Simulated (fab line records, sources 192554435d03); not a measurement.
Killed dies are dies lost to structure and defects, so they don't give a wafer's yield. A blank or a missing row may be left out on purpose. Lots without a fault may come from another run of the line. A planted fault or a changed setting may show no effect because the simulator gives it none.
fab line records | flow n5_finfet
record lots=10 wafers=30 last_day=17
route steps=1938 shown MOL_CONTACT_COAG@527 BEOL_M4@1111 PASSIVATION@1936
lots that met no fault: from a run of the same line without faults
start_h: hours from the record's first day to the start of the lot's first wafer shown | wait_h: hours since the lot's step before | " the same as in the row above | L1.1+2: a row that stands for several wafers | - no value, or no start given | * or withheld: withheld | < > ~ a bound
route shown NAME@n: a module of which the file shows steps, and the number in the route of the first | usual: mean/standard deviation of fault-free wafers | same: alike in all rows | chamber/n: place in a boat | sites: the reading at each site | _std_site: their standard deviation | _edge_site: outer sites' mean less inner sites' | radius_mm: how far each site lies from the wafer's centre | mask NAME#n: copy n | behind: the tool/chamber that last shaped the wafer | hold: why the lot was held/for how many hours/how that ended | device: the transistor (n, p or np) that didn't switch | end of line: the same wafers' tests at the end of the route | a step without rows: its recipe alone | killed: dies lost to structure and defects at the first sort, not the wafer's yield | map: a wafer's dies, x killed, . not, _ none there
set.NAME: the setting as run; set.NAME@STEP: as run at that earlier step | model.NAME: the simulator's own value behind a step, which no gauge read
steps of the route over a sample of lots; a table a step, a row a wafer
services: from which hour (start_h, from the record's first day; less than 0 if before it) a tool's chamber was out of use, for how many hours, and why
## steps
# step N5_MOL_CONTACT_COAG_OVL_MEAS_09
# recipe points_per_wafer=522
# usual CA_OVL=0.3/0.63
# columns lot.wafer tool chamber start_h wait_h CA_OVL[nm]
L586.4 overlay-02 0 90.65 0.0 -0.2
L586.5 " 0 " " 1.3
L586.6 " 0 " " 1.4
L587.2 overlay-01 0 95.58 0.0 0.1
L587.3 " 0 " " 0.1
L587.5 " 0 " " 0.8
L588.2 overlay-02 0 99.80 0.0 1.3
L588.4 " 0 " " 1.9
L588.5 " 0 " " 0.0
L589.1 overlay-01 0 110.17 0.0 1.5
L589.2 " 0 " " 0.8
L589.6 " 0 " " 1.0
L592.1 overlay-01 0 125.08 0.0 0.4
L592.5 " 0 " " 0.2
L592.6 " 0 " " 0.8
L593.3 overlay-02 0 135.12 0.0 0.5
L593.5 " 0 " " 1.1
L593.6 " 0 " " 0.2
L594.1 overlay-01 0 140.09 0.0 0.7
L594.4 " 0 " " -0.6
L594.5 " 0 " " 0.8
L597.3 overlay-01 0 158.12 0.0 0.3
L597.4 " 0 " " -0.2
L597.5 " 0 " " 0.6
L601.1 overlay-01 0 180.22 0.0 0.3
L601.2 " 0 " " 0.7
L601.4 " 0 " " 0.2
L609.2 overlay-01 0 233.06 0.0 0.0
L609.3 " 0 " " 0.3
L609.4 " 0 " " 0.0
# step N5_MOL_CONTACT_COAG_IMPLANT_129
# recipe species=Ge energy_kev=3 dose_cm2=6e+14 tilt_deg=0 rotation_deg=0
# usual beam_energy_keV=3.0001/0.001 end_station_pressure_torr=5.9e-06/3.3e-07 tilt_deg=0.000/0.017
# columns lot.wafer tool chamber start_h wait_h beam_energy_keV end_station_pressure_torr tilt_deg
L586.4 implanter-02 0 91.24 0.1 3.0013 5.6e-06 -0.024
L586.5 " 0 " " 3.0009 5.9e-06 -0.017
L586.6 " 0 " " 3.0007 6.4e-06 -0.022
L587.2 implanter-02 0 96.15 0.1 3.0028 5.9e-06 -0.010
L587.3 " 0 " " 2.9998 6.1e-06 -0.008
L587.5 " 0 " " 3.0012 5.5e-06 0.001
L588.2 implanter-01 0 100.43 0.1 3.0000 5.4e-06 -0.028
L588.4 " 0 " " 3.0000 6e-06 0.011
L588.5 " 0 " " 2.9981 5.7e-06 0.006
L589.1 implanter-01 0 111.12 0.0 2.9998 5.6e-06 0.014
L589.2 " 0 " " 2.9984 5.8e-06 0.022
L589.6 " 0 " " 2.9986 5.6e-06 0.023
L592.1 implanter-01 0 125.60 0.0 2.9996 5.5e-06 -0.009
L592.5 " 0 " " 2.9990 6.2e-06 0.027
L592.6 " 0 " " 3.0001 6.2e-06 0.010
L593.3 implanter-02 0 136.15 0.1 2.9994 6.4e-06 0.020
L593.5 " 0 " " 3.0000 6.4e-06 -0.018
L593.6 " 0 " " 2.9994 5.7e-06 -0.004
L594.1 implanter-02 0 141.14 0.0 3.0009 5.7e-06 0.004
L594.4 " 0 " " 2.9996 5.9e-06 0.028
L594.5 " 0 " " 3.0003 5.8e-06 0.020
L597.3 implanter-01 0 158.79 0.1 3.0003 5.9e-06 -0.008
L597.4 " 0 " " 3.0005 5.8e-06 0.005
L597.5 " 0 " " 3.0005 5.1e-06 0.011
L601.1 implanter-01 0 180.74 0.0 1.1446 8.4e-06 -0.019
L601.2 " 0 " " 1.1453 8.3e-06 -0.005
L601.4 " 0 " " 1.1447 8.4e-06 -0.016
L609.2 implanter-02 0 233.86 0.1 3.0009 5.4e-06 0.005
L609.3 " 0 " " 3.0015 6.3e-06 0.004
L609.4 " 0 " " 3.0014 6.5e-06 -0.017
# step N5_MOL_CONTACT_COAG_TI_SIL_19
# recipe material=Ti target_thk_a=42 temp_c=200 chamber_pressure_pa=5 power_w=5000 time_s=15
# usual throttle_valve_pct=30.2/0.88
# columns lot.wafer tool chamber start_h wait_h throttle_valve_pct
L586.4 pvd_sputter-02 - 91.84 0.1 29.9
L586.5 " - " " 30.0
L586.6 " - " " 31.5
L587.2 pvd_sputter-01 - 97.14 0.2 30.6
L587.3 " - " " 29.6
L587.5 " - " " 29.5
L588.2 pvd_sputter-03 - 100.91 0.2 28.8
L588.4 " - " " 31.8
L588.5 " - " " 29.7
L589.1 pvd_sputter-01 - 111.55 0.2 28.6
L589.2 " - " " 30.6
L589.6 " - " " 30.6
L592.1 pvd_sputter-01 - 127.54 0.4 30.7
L592.5 " - " " 29.5
L592.6 " - " " 30.7
L593.3 pvd_sputter-01 - 136.50 0.1 28.8
L593.5 " - " " 30.7
L593.6 " - " " 29.5
L594.1 pvd_sputter-01 - 141.56 0.2 30.6
L594.4 " - " " 30.6
L594.5 " - " " 28.8
L597.3 pvd_sputter-02 - 160.76 0.1 29.8
L597.4 " - " " 31.6
L597.5 " - " " 29.5
L601.1 pvd_sputter-02 - 181.30 0.3 31.6
L601.2 " - " " 30.8
L601.4 " - " " 30.1
L609.2 pvd_sputter-03 - 234.31 0.2 30.7
L609.3 " - " " 28.7
L609.4 " - " " 31.8
# step N5_MOL_CONTACT_COAG_PRE_CLEAN_141
# recipe gas=H2/He time_s=60 temp_c=300
# usual heater_power_w=457/35
# columns lot.wafer tool chamber start_h wait_h heater_power_w
L586.4 pvd_sputter-02 - 94.10 1.6 471
L586.5 " - " " 385
L586.6 " - " " 454
L587.2 pvd_sputter-01 - 98.10 0.4 474
L587.3 " - " " 512
L587.5 " - " " 503
L588.2 pvd_sputter-01 - 102.99 1.5 467
L588.4 " - " " 510
L588.5 " - " " 466
L589.1 pvd_sputter-03 - 112.43 0.3 447
L589.2 " - " " 430
L589.6 " - " " 478
L592.1 pvd_sputter-01 - 128.98 0.9 475
L592.5 " - " " 495
L592.6 " - " " 482
L593.3 pvd_sputter-03 - 137.21 0.1 430
L593.5 " - " " 413
L593.6 " - " " 428
L594.1 pvd_sputter-02 - 144.03 1.9 466
L594.4 " - " " 488
L594.5 " - " " 484
L597.3 pvd_sputter-02 - 162.82 1.5 483
L597.4 " - " " 468
L597.5 " - " " 476
L601.1 pvd_sputter-03 - 183.72 1.9 470
L601.2 " - " " 430
L601.4 " - " " 429
L609.2 pvd_sputter-02 - 235.87 1.0 373
L609.3 " - " " 471
L609.4 " - " " 464
# step N5_BEOL_M4_RC_MEAS_101
# usual DIBL_N=36.2/1.4 DIBL_P=36.1/1.5 IOFF_N=0.153/0.02 IOFF_P=0.215/0.03 ION_N=672/8.6 ION_P=463/6.8 RC_DENSE_N=19.0/0.36 RC_DENSE_P=23.8/0.49 RC_N=15.53/0.29 RC_P=19.4/0.4 SS_N=71.5/0.47 SS_P=73.3/0.57 VT_N=250.6/2.4 VT_P=-249/3.2
# columns lot.wafer tool chamber start_h wait_h DIBL_N[mV/V] DIBL_P[mV/V] IOFF_N[nA/um] IOFF_P[nA/um] ION_N[uA/um] ION_P[uA/um] RC_DENSE_N[ohm.um] RC_DENSE_P[ohm.um] RC_N[ohm.um] RC_P[ohm.um] SS_N[mV/dec] SS_P[mV/dec] VT_N[mV] VT_P[mV]
L587.2 prober-02 0 169.79 0.2 34.2 34.5 0.138 0.227 667 469 19.4 24.0 15.75 19.4 71.9 73.4 252.3 -246
L587.3 " 0 " " 36.8 37.8 0.194 0.293 698 488 19.1 23.2 15.49 19.0 72.0 74.1 244.4 -244
L587.5 " 0 " " 33.5 33.2 0.126 0.204 671 473 19.5 23.9 16.01 19.5 71.0 73.4 253.8 -246
L586.4 prober-01 0 170.06 0.5 37.6 37.9 0.159 0.247 674 474 19.0 24.2 15.54 19.5 72.6 72.9 249.2 -247
L586.5 " 0 " " 37.6 38.2 0.161 0.259 665 465 19.2 24.3 15.69 19.8 72.1 73.1 249.9 -245
L586.6 " 0 " " 37.4 37.4 0.151 0.246 661 464 18.5 23.4 15.21 19.2 72.0 73.3 252.7 -247
L588.2 prober-01 0 175.96 0.2 38.6 38.4 0.186 0.248 673 464 18.9 23.7 15.39 19.2 71.8 74.6 246.8 -245
L588.4 " 0 " " 38.9 38.0 0.179 0.249 676 461 18.8 23.8 15.34 19.1 73.0 73.8 248.2 -247
L588.5 " 0 " " 37.4 36.7 0.161 0.224 667 457 18.9 24.0 15.51 19.4 72.1 73.5 249.3 -250
L589.1 prober-01 0 179.12 0.0 37.4 36.1 0.166 0.220 685 463 18.4 23.6 15.14 19.3 71.4 72.5 248.1 -248
L589.2 " 0 " " 37.1 34.9 0.160 0.197 666 457 19.2 24.1 15.50 19.7 72.1 72.6 249.0 -251
L589.6 " 0 " " 38.6 37.0 0.187 0.237 667 460 19.0 24.1 15.38 19.7 72.1 74.1 248.3 -251
L593.3 prober-02 0 214.07 0.3 34.3 33.5 0.120 0.195 661 468 19.3 24.4 15.90 19.8 71.3 72.6 255.7 -250
L593.5 " 0 " " 36.0 35.1 0.144 0.229 673 470 19.0 24.2 15.72 19.5 71.5 73.6 250.6 -248
L593.6 " 0 " " 35.6 34.9 0.146 0.223 669 466 19.3 24.4 15.69 19.8 71.7 73.7 251.3 -248
L594.1 prober-02 0 219.67 0.0 34.9 36.3 0.130 0.186 673 461 19.2 23.7 15.59 19.3 71.5 73.1 254.1 -253
L594.4 " 0 " " 36.1 37.6 0.150 0.212 668 463 19.2 23.8 15.68 19.2 71.2 73.0 250.0 -251
L594.5 " 0 " " 35.3 36.3 0.134 0.204 673 467 19.0 23.5 15.45 19.1 71.8 73.3 253.3 -251
L592.1 prober-01 0 221.33 0.0 36.0 36.4 0.159 0.242 676 472 18.5 23.2 15.08 18.9 72.3 73.8 249.5 -244
L592.5 " 0 " " 35.7 36.1 0.144 0.236 666 471 19.3 24.1 15.73 19.6 71.4 72.5 252.1 -245
L592.6 " 0 " " 35.8 37.0 0.159 0.255 674 476 18.7 23.5 15.29 19.2 71.3 73.1 251.9 -244
L597.3 prober-02 0 236.34 0.3 36.3 34.9 0.144 0.196 677 462 18.1 22.9 15.05 18.9 71.5 73.1 253.0 -252
L597.4 " 0 " " 38.6 38.2 0.206 0.250 688 464 19.1 24.4 15.74 20.2 71.5 74.8 247.2 -246
L597.5 " 0 " " 38.7 37.5 0.192 0.239 672 458 18.6 23.5 15.12 19.2 72.1 73.9 248.8 -248
L601.1 prober-02 0 268.69 0.0 35.8 35.7 0.143 0.210 658 449 26.1 32.2 21.26 26.7 70.9 72.8 251.7 -252
L601.2 " 0 " " 38.1 38.4 0.181 0.239 673 462 26.0 32.5 21.11 26.6 72.3 73.7 250.4 -250
L601.4 " 0 " " 36.9 37.2 0.156 0.218 668 463 25.5 31.8 20.66 25.9 71.6 73.5 250.8 -250
L609.2 prober-01 0 302.39 0.2 34.1 35.2 0.146 0.200 676 467 19.0 23.8 15.40 19.3 70.4 73.2 249.4 -249
L609.3 " 0 " " 36.1 37.2 0.166 0.217 667 462 19.2 24.1 15.48 19.7 71.7 73.4 249.0 -247
L609.4 " 0 " " 35.6 36.6 0.160 0.213 676 461 18.7 23.5 15.23 19.3 71.5 73.7 250.4 -251
# step N5_PASSIVATION_PROBE_49
# usual defect_limited_yield=91.3/1.3 killed_at_M0_to_M3=35/13 killed_at_M4_up=13/5.2 killed_at_contacts=12/6.2 killed_at_front_end=39/9.6 killed_at_other=3.1/2.6 killed_dies=102/16 killed_on_rim=13/3.8 killed_open=68/13 killed_short=33/6.9 sort_bin_5_function=5.1/0.87 sort_bin_6_memory=3.3/0.67 sort_n_pass=1078/16 sort_yield_pct=91.3/1.3
# same gross_dies=1180 killed_at_back_side=0 sort_bin_4_leakage[%]=0 sort_bin_8_speed[%]=0
# columns lot.wafer tool chamber start_h wait_h defect_limited_yield[%] killed_at_M0_to_M3 killed_at_M4_up killed_at_contacts killed_at_front_end killed_at_other killed_dies killed_on_rim killed_open killed_short sort_bin_5_function[%] sort_bin_6_memory[%] sort_n_pass sort_yield_pct[%]
L586.4 prober-01 - 276.79 0.2 91.9 40 14 12 29 1 96 18 65 29 5.3 2.6 1084 91.9
L586.5 prober-01 - 276.84 0.2 93.1 17 14 17 33 0 81 9 57 23 3.9 2.7 1099 93.1
L586.6 prober-01 - 276.89 0.3 94.7 16 9 8 29 0 62 7 43 18 3.1 1.9 1118 94.7
L601.1 prober-01 - 372.92 0.0 92.5 20 4 7 57 1 89 12 53 33 4.4 2.7 1091 92.5
L601.2 prober-01 - 372.97 0.1 91.5 37 7 16 37 3 100 16 63 35 5.1 3.3 1080 91.5
L601.4 prober-01 - 373.07 0.2 93.4 29 6 11 30 2 78 11 55 23 4.3 2.3 1102 93.4
# killed by level:class
L586.4 BEOL_M0_SAQP:geometric_particle:short=10 MOL_CONTACT_COAG:geometric_particle:open=9 BEOL_M0_SAQP:geometric_particle:open=8 FIN_SAQP:geometric_particle:open=6 BEOL_M0:geometric_particle:open=6 BEOL_M4:geometric_particle:open=6 BEOL_M1:geometric_particle:open=4 BEOL_M2:geometric_particle:open=4
L586.5 MOL_CONTACT_COAG:geometric_particle:open=12 DUMMY_GATE:geometric_particle:open=7 STI_FIN_REVEAL:geometric_particle:open=6 BEOL_M1:geometric_particle:open=6 MOL_CONTACT_COAG:geometric_particle:short=5 GATE_CUT:geometric_particle:short=4 BEOL_M4:geometric_particle:open=4 STARTING-WAFER:geometric_particle:open=4
L586.6 FIN_SAQP:geometric_particle:open=8 MOL_CONTACT_COAG:geometric_particle:open=6 BEOL_M1:geometric_particle:open=6 BEOL_M2:geometric_particle:open=6 STI_FIN_REVEAL:geometric_particle:short=4 GATE_CUT:geometric_particle:short=4 FIN_SAQP:geometric_particle:short=3 BEOL_M6:geometric_particle:open=3
L601.1 FIN_SAQP:geometric_particle:open=18 FIN_SAQP:geometric_particle:short=13 BEOL_M2:geometric_particle:open=9 MOL_CONTACT_COAG:geometric_particle:open=5 GATE_CUT:geometric_particle:open=4 STARTING-WAFER:geometric_particle:short=4 ILD0:geometric_particle:short=3 GATE_CUT:geometric_particle:short=3
L601.2 BEOL_M3:geometric_particle:open=16 FIN_SAQP:geometric_particle:open=14 MOL_CONTACT_COAG:geometric_particle:open=11 FIN_SAQP:geometric_particle:short=7 BEOL_M3:geometric_particle:short=7 STI_FIN_REVEAL:geometric_particle:open=5 MOL_CONTACT_COAG:geometric_particle:short=5 STARTING-WAFER:geometric_particle:short=5
L601.4 FIN_SAQP:geometric_particle:open=11 BEOL_M2:geometric_particle:open=10 FIN_SAQP:geometric_particle:short=9 MOL_CONTACT_COAG:geometric_particle:open=7 BEOL_M0_SAQP:geometric_particle:open=6 STI_FIN_REVEAL:geometric_particle:open=4 MOL_CONTACT_COAG:geometric_particle:short=4 BEOL_M3:geometric_particle:open=4
## services
# columns tool chamber start_h hours kind
implanter-02 - 72.04 2.7 pm
implanter-01 - 87.21 4.2 repair
implanter-02 - 92.09 2.6 repair
pvd_sputter-03 - 140.90 4.9 repair
implanter-01 - 171.57 6.0 repair
implanter-01 - 177.60 3.0 pm
implanter-02 - 191.35 23.6 pm
## key
first_sign step=N5_MOL_CONTACT_COAG_IMPLANT_129 reading=beam_energy_keV direction=down sigmas=99+ usual=3.0001 struck=1.1449
effect step=N5_MOL_CONTACT_COAG_IMPLANT_129 reading=end_station_pressure_torr direction=up sigmas=7.7 usual=5.9e-06 struck=8.4e-06
effect step=N5_BEOL_M4_RC_MEAS_101 reading=RC_N direction=up sigmas=19 usual=15.53 struck=21.01
effect step=N5_BEOL_M4_RC_MEAS_101 reading=RC_DENSE_N direction=up sigmas=19 usual=19.0 struck=25.9
effect step=N5_BEOL_M4_RC_MEAS_101 reading=RC_P direction=up sigmas=17 usual=19.4 struck=26.4
effect step=N5_BEOL_M4_RC_MEAS_101 reading=RC_DENSE_P direction=up sigmas=17 usual=23.8 struck=32.2
met_at N5_MOL_CONTACT_COAG_IMPLANT_129
struck_lots L601
not_acting_at N5_MOL_CONTACT_COAG_OVL_MEAS_09,N5_MOL_CONTACT_COAG_TI_SIL_19,N5_MOL_CONTACT_COAG_PRE_CLEAN_141
onset_between 158.79 180.74
fault kind=process_parameter_drift tool=implanter-01 chamber=- onset_h=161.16 steps=N5_MOL_CONTACT_COAG_IMPLANT_129 channel=energy_kev offset=-1.8567 shape=step end_h=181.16 acts_in=these_recipes_only stated=3
